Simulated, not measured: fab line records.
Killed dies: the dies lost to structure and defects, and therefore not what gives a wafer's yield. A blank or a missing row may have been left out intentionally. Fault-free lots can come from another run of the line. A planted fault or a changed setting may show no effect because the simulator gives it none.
What tool caused it? ; flow nand-harc ; 24 lots with 72 wafers sampled at 6 steps, on a route of 1159 steps

WHAT THE GAUGES SHOWED, per wafer
NHARC_A_CONTACT_CD_MEAS_69: target cd 200 nm.
lot;measured;on;cd-nm (nm)
L075;day 16 21:27;cd-sem-02;199.0 199.6 198.6
L074;day 16 22:56;cd-sem-03;199.1 200.6 199.9
L077;day 17 02:12;cd-sem-01;200.6 199.3 200.3
L078;day 17 02:38;cd-sem-02;200.4 200.8 200.3
L079;day 17 21:28;cd-sem-03;200.4 200.9 200.4
L076;day 17 21:41;cd-sem-01;201.2 201.5 200.6
L084;day 18 07:53;cd-sem-03;199.8 198.9 199.7
L081;day 18 08:05;cd-sem-03;200.6 200.0 200.9
L080;day 18 15:23;cd-sem-03;200.1 200.9 200.5
L083;day 18 23:06;cd-sem-03;201.1 200.5 201.1
L082;day 19 00:53;cd-sem-01;201.8 200.5 200.1
L088;day 19 13:39;cd-sem-02;199.4 199.8 199.2
L087;day 19 14:05;cd-sem-01;200.3 200.1 199.9
L086;day 20 03:04;cd-sem-02;199.2 200.1 199.0
L085;day 20 05:17;cd-sem-03;200.9 200.6 200.8
L090;day 20 15:46;cd-sem-01;201.8 201.0 201.6
L091;day 20 16:13;cd-sem-01;200.5 200.5 200.9
L092;day 20 20:16;cd-sem-01;200.2 199.2 199.5
L089;day 21 01:30;cd-sem-01;200.4 200.5 200.6
L094;day 21 17:28;cd-sem-01;200.7 200.5 200.8
L095;day 21 21:05;cd-sem-03;199.0 200.3 200.3
L096;day 22 02:11;cd-sem-02;201.2 199.9 200.2
L093;day 22 03:57;cd-sem-02;199.9 199.8 199.9
L097;day 22 10:13;cd-sem-01;200.0 200.6 200.4

NHARC_A_CONTACT_CD_MEAS_15.
lot;measured;on;cd-nm (nm)
L075;day 17 08:16;cd-sem-01;88.8 88.8 89.3
L074;day 17 08:59;cd-sem-03;91.6 91.0 89.7
L077;day 17 11:39;cd-sem-03;90.6 89.0 90.9
L078;day 17 12:14;cd-sem-01;88.0 89.1 88.8
L079;day 18 06:31;cd-sem-01;89.3 89.6 88.5
L076;day 18 07:27;cd-sem-03;89.3 91.1 90.3
L084;day 18 20:11;cd-sem-01;89.9 91.5 90.8
L081;day 18 21:14;cd-sem-03;89.1 90.0 90.8
L080;day 19 00:55;cd-sem-03;90.9 90.0 90.7
L083;day 19 08:14;cd-sem-01;91.3 88.7 89.1
L082;day 19 12:05;cd-sem-03;88.6 89.4 88.8
L088;day 20 00:02;cd-sem-01;88.7 90.4 90.9
L087;day 20 00:26;cd-sem-02;89.1 89.1 89.3
L086;day 20 15:09;cd-sem-03;89.1 89.7 90.9
L085;day 20 18:09;cd-sem-02;90.2 89.9 89.7
L090;day 21 01:55;cd-sem-02;89.5 89.1 88.7
L091;day 21 02:20;cd-sem-01;90.7 90.3 89.8
L092;day 21 06:36;cd-sem-01;89.8 89.1 89.9
L089;day 21 13:05;cd-sem-02;89.8 89.6 90.7
L094;day 22 05:51;cd-sem-03;90.4 89.4 90.0
L095;day 22 08:00;cd-sem-02;90.0 91.4 91.4
L096;day 22 11:38;cd-sem-03;89.9 90.2 89.1
L093;day 22 17:16;cd-sem-01;89.7 90.5 89.8
L097;day 22 22:15;cd-sem-01;89.9 89.5 90.5

TOOL THAT RAN EACH LOT (tool first, then ch and the chambers of the sampled wafers, then the start)
lot;NHARC_A_CONTACT_ETCH_129;NHARC_A_CONTACT_ETCH_31;NHARC_A_CONTACT_ETCH_139;NHARC_A_CONTACT_ETCH_98
L075;har-cap-etch-02 ch 0,1, day 16 23:52;rie-diel-08 ch 0,1,3, day 17 07:37 or earlier;har-cap-etch-03 ch 0,1, day 17 07:37;rie-diel-05 ch 0,1,2, day 17 08:11
L074;har-cap-etch-03 ch 0,1, day 17 01:34;rie-diel-02 ch 1,2,3, day 17 08:21 or earlier;har-cap-etch-01 ch 0,1, day 17 08:21;rie-diel-02 ch 0,2,3, day 17 08:59 or earlier
L077;har-cap-etch-01 ch 0,1, day 17 04:35;rie-diel-02 ch 1,2,3, day 17 11:04 or earlier;har-cap-etch-02 ch 0,1, day 17 11:04;rie-diel-02 ch 0,1,2, day 17 11:39 or earlier
L078;har-cap-etch-02 ch 0,1, day 17 04:55;rie-diel-05 ch 1,2,3, day 17 11:38 or earlier;har-cap-etch-03 ch 0,1, day 17 11:38;rie-diel-05 ch 0,1, day 17 12:14 or earlier
L079;har-cap-etch-03 ch 1, day 17 23:33;rie-diel-05 ch 1,3, day 18 05:56 or earlier;har-cap-etch-01 ch 0,1, day 18 05:56;rie-diel-05 ch 0,1,3, day 18 06:31 or earlier
L076;har-cap-etch-01 ch 0,1, day 17 23:49;rie-diel-08 ch 1,2, day 18 06:52 or earlier;har-cap-etch-02 ch 0,1, day 18 06:52;rie-diel-02 ch 0,1,2, day 18 07:27 or earlier
L084;har-cap-etch-01 ch 0,1, day 18 10:00;rie-diel-05 ch 0,2,3, day 18 19:39 or earlier;har-cap-etch-02 ch 0,1, day 18 19:39;rie-diel-05 ch 0,1,3, day 18 20:11 or earlier
L081;har-cap-etch-02 ch 0,1, day 18 10:10;rie-diel-05 ch 0,3, day 18 20:37 or earlier;har-cap-etch-01 ch 0,1, day 18 20:37;rie-diel-02 ch 2,3, day 18 21:14 or earlier
L080;har-cap-etch-03 ch 0,1, day 18 17:58;rie-diel-08 ch 0,3, day 19 00:20 or earlier;har-cap-etch-02 ch 0,1, day 19 00:20;rie-diel-02 ch 0,1, day 19 00:55 or earlier
L083;har-cap-etch-01 ch 0,1, day 19 01:11;rie-diel-05 ch 1,2,3, day 19 07:37 or earlier;har-cap-etch-02 ch 0,1, day 19 07:37;rie-diel-05 ch 0,2,3, day 19 08:14 or earlier
L082;har-cap-etch-03 ch 0,1, day 19 03:32;rie-diel-08 ch 1,2, day 19 11:28 or earlier;har-cap-etch-02 ch 0,1, day 19 11:28;rie-diel-05 ch 0,2, day 19 12:05 or earlier
L088;har-cap-etch-01 ch 0,1, day 19 15:58;rie-diel-02 ch 0,1,2, day 19 23:26 or earlier;har-cap-etch-03 ch 0,1, day 19 23:26;rie-diel-02 ch 0,1,3, day 20 00:02 or earlier
L087;har-cap-etch-03 ch 0,1, day 19 16:23;rie-diel-05 ch 1,2, day 19 23:48 or earlier;har-cap-etch-02 ch 0,1, day 19 23:48;rie-diel-05 ch 2,3, day 20 00:26 or earlier
L086;har-cap-etch-03 ch 0,1, day 20 05:09;rie-diel-05 ch 0,1, day 20 14:32 or earlier;har-cap-etch-01 ch 0,1, day 20 14:32;rie-diel-05 ch 0,1,3, day 20 15:09 or earlier
L085;har-cap-etch-01 ch 0,1, day 20 07:22;rie-diel-05 ch 0,2,3, day 20 17:32 or earlier;har-cap-etch-03 ch 0,1, day 20 17:32;rie-diel-02 ch 0,1,3, day 20 18:09 or earlier
L090;har-cap-etch-01 ch 0,1, day 20 17:55;rie-diel-05 ch 1,2,3, day 21 01:18 or earlier;har-cap-etch-02 ch 0,1, day 21 01:18;rie-diel-02 ch 0,1,2, day 21 01:55 or earlier
L091;har-cap-etch-02 ch 0,1, day 20 18:44;rie-diel-05 ch 0,2,3, day 21 01:41 or earlier;har-cap-etch-03 ch 0,1, day 21 01:41;rie-diel-05 ch 0,1,2, day 21 02:20 or earlier
L092;har-cap-etch-01 ch 0,1, day 20 22:22;rie-diel-05 ch 0,2,3, day 21 05:58 or earlier;har-cap-etch-02 ch 0,1, day 21 05:58;rie-diel-02 ch 0,1, day 21 06:36 or earlier
L089;har-cap-etch-01 ch 0,1, day 21 03:35;rie-diel-05 ch 1,2,3, day 21 12:26 or earlier;har-cap-etch-01 ch 0,1, day 21 12:26;rie-diel-05 ch 1,2,3, day 21 13:00
L094;har-cap-etch-01 ch 0,1, day 21 19:55;rie-diel-05 ch 0,3, day 22 05:05 or earlier;har-cap-etch-02 ch 0,1, day 22 05:05;rie-diel-08 ch 0,2, day 22 05:51 or earlier
L095;har-cap-etch-01 ch 0,1, day 21 23:31;rie-diel-05 ch 1,2,3, day 22 07:23 or earlier;har-cap-etch-01 ch 0,1, day 22 07:23;rie-diel-05 ch 1,2,3, day 22 08:00 or earlier
L096;har-cap-etch-03 ch 0,1, day 22 04:30;rie-diel-05 ch 0,2, day 22 10:50 or earlier;har-cap-etch-01 ch 0,1, day 22 10:50;rie-diel-05 ch 0,1,2, day 22 11:38 or earlier
L093;har-cap-etch-03 ch 1, day 22 06:08;rie-diel-02 ch 1,2,3, day 22 16:33 or earlier;har-cap-etch-01 ch 1, day 22 16:33;rie-diel-02 ch 0,2, day 22 17:16 or earlier
L097;har-cap-etch-02 ch 0,1, day 22 12:59;rie-diel-08 ch 1,2,3, day 22 21:35 or earlier;har-cap-etch-01 ch 0,1, day 22 21:35;rie-diel-08 ch 2,3, day 22 22:15 or earlier
- NHARC_A_CONTACT_ETCH_129: etches the open film in C4F8/O2/Ar, time 155 s, target depth 956 nm.
- NHARC_A_CONTACT_ETCH_31: etches the open film in O2/COS, target depth 2000 nm, time 520 s.
- NHARC_A_CONTACT_ETCH_139: etches the open film in C4F8/O2/Ar, time 137 s, target depth 590 nm.
- NHARC_A_CONTACT_ETCH_98: etches the open film in C4F6/O2, target depth 20 nm, time 10 s.

AS READ BY THE TOOLS THEMSELVES (means over the sampled wafers that have a number; for cases with no such wafer, the mark the record gives instead)
NHARC_A_CONTACT_ETCH_31.
lot;tool;drypump-motor-current-A (A);o2-flow-sccm (sccm);oes-product-au (a.u.);rf-vpp-V (V);showerhead-plenum-p-Torr (Torr);throttle-valve-pct (%)
L075;rie-diel-08;5.5;401.2;0.988;313.7;3.05;28.329
L074;rie-diel-02;6.0;399.7;1.002;313.7;3.10;28.326
L077;rie-diel-02;6.0;400.3;0.999;314.0;3.10;28.329
L078;rie-diel-05;5.9;399.1;0.999;313.9;3.09;28.335
L079;rie-diel-05;5.8;399.9;1.012;312.7;3.09;28.334
L076;rie-diel-08;5.3;398.8;0.996;313.5;3.07;28.318
L084;rie-diel-05;5.9;400.0;0.998;314.7;3.12;28.343
L081;rie-diel-05;5.9;400.0;1.004;314.6;3.16;28.333
L080;rie-diel-08;5.6;399.8;1.002;313.8;3.10;28.324
L083;rie-diel-05;5.9;399.8;1.012;313.3;3.09;28.335
L082;rie-diel-08;5.6;399.9;0.993;314.7;3.12;28.324
L088;rie-diel-02;5.7;401.1;0.997;313.8;3.09;28.333
L087;rie-diel-05;6.0;401.2;0.994;312.7;3.03;28.331
L086;rie-diel-05;5.9;399.3;1.012;313.3;3.07;28.338
L085;rie-diel-05;5.9;399.4;1.003;313.8;3.12;28.333
L090;rie-diel-05;5.9;400.4;0.998;313.8;3.09;28.326
L091;rie-diel-05;5.9;400.7;0.990;314.2;3.12;28.332
L092;rie-diel-05;5.9;400.5;1.000;313.9;3.12;28.326
L089;rie-diel-05;5.9;400.8;1.019;314.0;3.08;28.319
L094;rie-diel-05;5.8;400.4;1.015;315.4;3.17;28.329
L095;rie-diel-05;5.9;399.9;1.001;313.7;3.08;28.334
L096;rie-diel-05;6.1;401.6;0.991;313.4;3.07;28.323
L093;rie-diel-02;6.0;399.5;1.004;313.3;3.08;28.326
L097;rie-diel-08;5.4;399.0;0.997;314.6;3.11;28.331

NHARC_A_CONTACT_ETCH_98.
lot;tool;drypump-motor-current-A (A);o2-flow-sccm (sccm);oes-product-au (a.u.);rf-vpp-V (V);showerhead-plenum-p-Torr (Torr);throttle-valve-pct (%)
L075;rie-diel-05;5.9;20.01;0.946;545.9;3.87;26.908
L074;rie-diel-02;5.7;19.99;0.952;545.4;3.86;26.899
L077;rie-diel-02;5.7;20.02;0.938;546.0;3.90;26.896
L078;rie-diel-05;5.9;20.07;0.934;547.0;3.91;26.898
L079;rie-diel-05;5.8;19.95;0.954;546.8;3.93;26.912
L076;rie-diel-02;5.7;20.02;0.935;545.6;3.89;26.908
L084;rie-diel-05;5.8;20.01;0.963;547.4;3.93;26.898
L081;rie-diel-02;6.1;19.98;0.999;544.5;3.85;26.903
L080;rie-diel-02;5.4;19.97;0.938;546.7;3.95;26.904
L083;rie-diel-05;6.0;20.03;0.947;547.2;3.92;26.896
L082;rie-diel-05;6.1;20.00;0.983;545.4;3.86;26.902
L088;rie-diel-02;5.8;20.02;0.962;548.2;3.94;26.906
L087;rie-diel-05;5.8;19.97;0.983;547.3;3.94;26.906
L086;rie-diel-05;5.8;19.99;0.963;546.7;3.92;26.897
L085;rie-diel-02;5.8;19.97;0.996;547.8;3.93;26.903
L090;rie-diel-02;5.7;19.99;0.946;545.6;3.88;26.912
L091;rie-diel-05;6.0;19.95;0.947;545.7;3.86;26.904
L092;rie-diel-02;5.4;19.95;0.928;546.6;3.94;26.901
L089;rie-diel-05;5.9;19.98;0.974;546.2;3.88;26.914
L094;rie-diel-08;6.0;19.95;0.969;546.4;3.88;26.899
L095;rie-diel-05;5.9;19.97;0.956;546.0;3.88;26.909
L096;rie-diel-05;5.9;19.97;0.954;545.9;3.86;26.911
L093;rie-diel-02;5.4;20.01;0.968;545.2;3.83;26.899
L097;rie-diel-08;5.5;19.93;0.957;547.8;3.97;26.904

THE ANSWER, worked out from the rows above alone
Rule: the lots themselves supply what counts as usual. Put in order of their means at a reading, lots are off if they are a third of the lots or fewer, leave a main group of 4 or more, and stand apart from it by a gap of 3 or more times the standard deviation of the main group's means; of several such gaps the widest counts. If all means in a main group match to the digits the tables above print for the reading, that group is not used. A lot without any number at a reading at which 4 lots or more have one is off too. Where the step has rows for the other lots, those lots are counted as sound. Order of review: gauges by route order, followed by the tools' own readings, for which a lot's mean as printed above is used. At the first step where some lot is off, the reading lying furthest off is the one used; lots without a number count as furthest.
No lot is off on any of the readings shown, so nothing can be concluded from this.

WHAT WAS PUT IN BY THE SIMULATOR
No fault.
